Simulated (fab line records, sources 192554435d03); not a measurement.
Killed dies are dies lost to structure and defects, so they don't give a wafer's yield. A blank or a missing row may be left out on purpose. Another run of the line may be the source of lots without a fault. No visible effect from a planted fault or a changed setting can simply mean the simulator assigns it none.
Split-lot trial -- flow n5-finfet -- on a route of 1938 steps: 7 lots, 21 wafers read

## THE SPLIT ITSELF
At N5_MOL_CONTACT_COAG_COAT_63 (time 60 s, resist thk 10 nm), the setting spin-rpm was moved away from the recipe's 1500 rpm on 5 of the 21 wafers read, by -10.7% to -6.6%. All remaining wafers had this setting at the recipe value.

## FROM THE SPLIT TO THE READING: what the file shows between them, 7 steps
- N5_MOL_CONTACT_COAG_COAT_64: time 60 s, resist thk 10 nm
- N5_MOL_CONTACT_COAG_COAT_34: resist thk 40 nm
- N5_MOL_CONTACT_COAG_DESCUM_45: chemistry O2, time 7 s
- N5_MOL_CONTACT_COAG_ETCH_65: etches underlayer in N2/H2, target depth 13 nm, time 10.4 s
- N5_MOL_CONTACT_COAG_ETCH_66: etches SiARC in CF4, target depth 13 nm, time 21.7 s
- N5_MOL_CONTACT_COAG_ALD_133: deposits SiO2, target thk 5 nm, pulse time 1 s, co reactant pulse time 1 s
- N5_MOL_CONTACT_COAG_ETCHBACK_134: etches SiO2 in CHF3, target depth 10 nm, time 6.7 s

## THE READING
SiARC_of_MOL_CONTACT_COAG_COAT_63.thk-nm (the simulator's own value, which no gauge read), in nm, at N5_MOL_CONTACT_COAG_ETCH_67 (etches SOC in N2/H2, target depth 60 nm, overetch 21 nm, time 101.2 s). There is no usual value for it anywhere in the file. Here, 16 wafers ran the recipe; their average is 5.9 nm with a standard deviation of 0.17 nm.

wafer,"tool, chamber at the split","spin-rpm as run, rpm",against the recipe,"SiARC_of_MOL_CONTACT_COAG_COAT_63.thk-nm, nm",against lot-mates on the recipe
L074.1,"litho-track-03, 0",1500,recipe,5.8,-
L074.2,"litho-track-03, 0",1500,recipe,5.8,-
L074.5,"litho-track-03, 0",1500,recipe,5.8,-
L079.1,"litho-track-02, 0",1500,recipe,6,-
L079.3,"litho-track-02, 0",1500,recipe,6,-
L079.4,"litho-track-02, 0",1500,recipe,5.6,-
L087.1,"litho-track-02, 0",1500,recipe,6.2,-
L087.4,"litho-track-02, 0",1500,recipe,6,-
L087.6,"litho-track-02, 0",1500,recipe,6,-
L088.3,"litho-track-05, 0",1359,-9.4%,6.6,+0.5
L088.4,"litho-track-05, 0",1500,recipe,6.2,-
L088.5,"litho-track-05, 0",1500,recipe,6,-
L089.3,"litho-track-02, 0",1500,recipe,5.8,-
L089.6,"litho-track-02, 0",1500,recipe,5.8,-
L089.5,"litho-track-02, 0",1339,-10.7%,6.4,+0.6
L094.1,"litho-track-03, 0",1399,-6.7%,6.2,+0.6
L094.4,"litho-track-03, 0",1399,-6.7%,6.2,+0.6
L094.2,"litho-track-03, 0",1500,recipe,5.6,-
L097.1,"litho-track-03, 0",1500,recipe,5.8,-
L097.6,"litho-track-03, 0",1500,recipe,5.8,-
L097.2,"litho-track-03, 0",1401,-6.6%,6.2,+0.4

FIT RESULTS
A straight line over all 21 wafers: SiARC_of_MOL_CONTACT_COAG_COAT_63.thk-nm changes by -0.0549 nm for each +1% of spin-rpm; r = -0.77; the points scatter about the line by 0.17 nm.
The same after taking each lot's own level away (the mean of its wafers on the recipe; 21 wafers): -0.064 nm for each +1%; r = -0.91; scatter 0.11 nm.
On that fit, the largest move of spin-rpm shifts the reading by 0.69 nm.
The lots' own levels span 5.60 to 6.10 nm, that is 2.9 times the standard deviation above.
So the lot-to-lot level blurs the effect unless lot-mates are compared.
Check: for one of the wafers moved furthest among these (-10.7%), held out of the fit, the line's prediction against its lot-mates is +0.742 nm. Against them it came out at +0.6 nm.

## FURTHER SPLITS ON THESE WAFERS
Other splits were also applied to these wafers ahead of the reading. Each is held against what the fit with the lots' levels taken away leaves over:
other split on the same wafers,wafers away from the commonest value,r with SiARC_of_MOL_CONTACT_COAG_COAT_63.thk-nm (lot level and that fit taken away)
N5_MOL_CONTACT_COAG_COAT_58 spin-rpm,10,-0.14
N5_MOL_CONTACT_COAG_ALD_27 ald-cycles,2,-0.33
N5_MOL_CONTACT_COAG_COAT_76 spin-rpm,8,-0.25

## THE WHOLE CHAIN: every reading that the file lists as answering this split, in the file's order
step,what it does,reading,change (the file's fit),r (the file's)
N5_MOL_CONTACT_COAG_COAT_63,"time 60 s, resist thk 10 nm","SiARC_of_MOL_CONTACT_COAG_COAT_63.thk-nm (the simulator's own value, which no gauge read)",-0.0595 nm for each +1% of the setting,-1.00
N5_MOL_CONTACT_COAG_ETCH_66,"etches SiARC in CF4, target depth 13 nm, time 21.7 s","etch.depth-nm (the simulator's own value, which no gauge read)",-0.0541 nm for each +1% of the setting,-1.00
N5_MOL_CONTACT_COAG_ETCH_66,"etches SiARC in CF4, target depth 13 nm, time 21.7 s","CAR-EUV_of_MOL_CONTACT_COAG_COAT_34.thk-nm (the simulator's own value, which no gauge read)",+0.0463 nm for each +1% of the setting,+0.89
N5_MOL_CONTACT_COAG_ETCH_67,"etches SOC in N2/H2, target depth 60 nm, overetch 21 nm, time 101.2 s","SiARC_of_MOL_CONTACT_COAG_COAT_63.thk-nm (the simulator's own value, which no gauge read)",-0.0609 nm for each +1% of the setting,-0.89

## THE FILE'S OWN FIT
SiARC_of_MOL_CONTACT_COAG_COAT_63.thk-nm changes by -0.0609 nm for each +1% of spin-rpm, r = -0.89.
